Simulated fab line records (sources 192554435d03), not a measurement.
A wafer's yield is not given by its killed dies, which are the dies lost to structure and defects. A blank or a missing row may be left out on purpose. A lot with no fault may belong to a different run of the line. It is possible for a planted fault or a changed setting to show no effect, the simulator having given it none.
Chamber matching || flow n5_finfet || rie_diel-01 running N5_BEOL_M5_ETCH_75: 4 sister chambers
The step etches underlayer in N2/H2, target depth 6.5 nm, time 5.2 s. 4 wafers are shown with their chamber, then 7 later ones without.

== WAFERS, EACH WITH ITS CHAMBER ==
{"wafer": "L081.6", "chamber": 1, "showerhead_plenum_p_Torr (Torr)": 2.39}
{"wafer": "L088.4", "chamber": 0, "showerhead_plenum_p_Torr (Torr)": 2.52}
{"wafer": "L086.2", "chamber": 2, "showerhead_plenum_p_Torr (Torr)": 2.46}
{"wafer": "L086.3", "chamber": 3, "showerhead_plenum_p_Torr (Torr)": 2.44}

== WAFERS MISSING THEIR CHAMBER ==
{"wafer": "L086.6", "showerhead_plenum_p_Torr (Torr)": 2.46}
{"wafer": "L087.1", "showerhead_plenum_p_Torr (Torr)": 2.70}
{"wafer": "L087.5", "showerhead_plenum_p_Torr (Torr)": 2.44}
{"wafer": "L087.6", "showerhead_plenum_p_Torr (Torr)": 2.46}
{"wafer": "L092.1", "showerhead_plenum_p_Torr (Torr)": 2.70}
{"wafer": "L092.2", "showerhead_plenum_p_Torr (Torr)": 2.51}
{"wafer": "L092.3", "showerhead_plenum_p_Torr (Torr)": 2.44}

== CHAMBER TAKEN BY EACH ==
{"wafer": "L086.6", "from the rows above": "can't be placed: 2 or 3 or 0 or 1", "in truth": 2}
{"wafer": "L087.1", "from the rows above": "can't be placed: 0 or 2 or 3 or 1", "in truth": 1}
{"wafer": "L087.5", "from the rows above": "can't be placed: 3 or 2 or 1 or 0", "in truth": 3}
{"wafer": "L087.6", "from the rows above": "can't be placed: 2 or 3 or 0 or 1", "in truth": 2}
{"wafer": "L092.1", "from the rows above": "can't be placed: 0 or 2 or 3 or 1", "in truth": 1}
{"wafer": "L092.2", "from the rows above": "can't be placed: 0 or 2 or 3 or 1", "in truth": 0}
{"wafer": "L092.3", "from the rows above": "can't be placed: 3 or 2 or 1 or 0", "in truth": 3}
Correct placement for 0 of the 7. Cannot be placed on the basis of these rows: 7; the candidates contain the true chamber in 7. Placed wrongly: 0.
How it was worked out, from the rows above alone: a wafer's distance from a chamber is the root of the sum, over the readings, of the square of ((its reading less the chamber's mean) divided by the reading's scatter). The wafer belongs to the nearest chamber; if the next one is less than 2 further off, it can't be placed. For every chamber, the mean is computed from those of its wafers that are shown. The scatter: root of mean squared gap, hidden wafer to nearest shown wafer, with one shown wafer a chamber.
